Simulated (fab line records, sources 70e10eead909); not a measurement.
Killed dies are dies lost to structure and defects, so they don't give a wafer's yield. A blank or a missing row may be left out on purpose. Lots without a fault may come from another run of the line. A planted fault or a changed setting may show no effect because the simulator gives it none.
A struck lot beside a sound one | flow nand_harc | 14 steps out of a route of 1159
Sound: wafers L361.3, L361.5, L361.6. Struck: wafer L369.4. The cause comes at the end.
At each step with rows: each side's tool, then ch and its chambers, then its first start. Under that, the readings that differ: sound wafers | struck wafers | difference of the means | sigmas: that difference in standard deviations of wafers without a fault.
alike: readings whose means differ by less than 2 such deviations, and words and numbers that are the same on both sides. not compared: withheld readings, readings that some wafer has no value for, bounds like >300 that may hide the same value, and numbers for which the record gives no deviation and whose values overlap.
The two part at a step that has a row with sigmas, a row that says differs or no value, or rows on one side only. Numbers that don't overlap but have no deviation are shown without sigmas and don't part them. A reading that every wafer of one side lacks parts them only if that side has two wafers or more.

first, 2 steps without rows for these wafers: NHARC_A_STAIRCASE_TRIM_189 (chemistry O2, time 211.2 s); NHARC_A_STAIRCASE_ETCH_190 (etches the open film in C4F8/O2, target depth 100 nm, time 40.5 s).
NHARC_A_STAIRCASE_TRIM_191: chemistry O2, time 211.2 s.
  sound on rie_diel-06 ch 1,2; struck on rie_diel-10 ch 0
  reading      | sound          | struck | difference | sigmas
  rf_vpp_V (V) | 57.6 58.0 57.8 | 59.7   | +1.9       | +2
  alike: drypump_motor_current_A, oes_product_au, showerhead_plenum_p_Torr, throttle_valve_pct
  not compared: rf_hours_counter_h
then, 1 step without rows for these wafers: NHARC_A_STAIRCASE_ETCH_192 (etches the open film in C4F8/O2, target depth 100 nm, time 40.5 s).
NHARC_A_STAIRCASE_TRIM_193: chemistry O2, time 211.2 s.
  sound on rie_diel-06 ch 0,3; struck on rie_diel-10 ch 2
  alike: drypump_motor_current_A, oes_product_au, rf_vpp_V, showerhead_plenum_p_Torr, throttle_valve_pct
  not compared: rf_hours_counter_h
NHARC_A_STAIRCASE_ETCH_194: etches the open film in C4F8/O2, target depth 100 nm, time 40.5 s.
  sound on rie_diel-06 ch 0,1,3; struck on rie_diel-10 ch 0
  alike: oes_product_au, rf_vpp_V, run_length_s
  not compared: rf_hours_counter_h
then, 1 step without rows for these wafers: NHARC_A_STAIRCASE_TRIM_196 (chemistry O2, time 211.2 s).
NHARC_A_STAIRCASE_ETCH_197: etches the open film in C4F8/O2, target depth 100 nm, time 40.5 s.
  sound on rie_diel-06 ch 0,1,3; struck on rie_diel-05 ch 3
  reading      | sound       | struck | difference | sigmas
  rf_vpp_V (V) | 899 898 896 | 890    | -8         | -2
  alike: oes_product_au, run_length_s
  not compared: rf_hours_counter_h
then, 1 step without rows for these wafers: NHARC_A_STAIRCASE_TRIM_198 (chemistry O2, time 211.2 s).
NHARC_A_STAIRCASE_ETCH_199: etches the open film in C4F8/O2, target depth 100 nm, time 40.5 s.
  sound on rie_diel-06 ch 0,1,2; struck on rie_diel-05 ch 1
  alike: oes_product_au, rf_vpp_V, run_length_s
  not compared: rf_hours_counter_h
then, 1 step without rows for these wafers: NHARC_A_STAIRCASE_TRIM_200 (chemistry O2, time 211.2 s).
NHARC_A_STAIRCASE_ETCH_201: etches the open film in C4F8/O2, target depth 100 nm, time 40.5 s.
  sound on rie_diel-06 ch 1,2, day 12 11:46; struck on rie_diel-05 ch 0, day 14 23:17
  reading          | sound          | struck | difference | sigmas
  run_length_s (s) | 62.0 61.8 61.8 | 71.9   | +10.0      | +26
  alike: oes_product_au, rf_vpp_V
  not compared: rf_hours_counter_h
then, 2 steps without rows for these wafers: NHARC_A_STAIRCASE_TRIM_202 (chemistry O2, time 211.2 s); NHARC_END_SORT_01.

WHERE THEY PART
First at NHARC_A_STAIRCASE_TRIM_191; last, within this record, at NHARC_A_STAIRCASE_ETCH_201.

WHY: what the simulator had put in
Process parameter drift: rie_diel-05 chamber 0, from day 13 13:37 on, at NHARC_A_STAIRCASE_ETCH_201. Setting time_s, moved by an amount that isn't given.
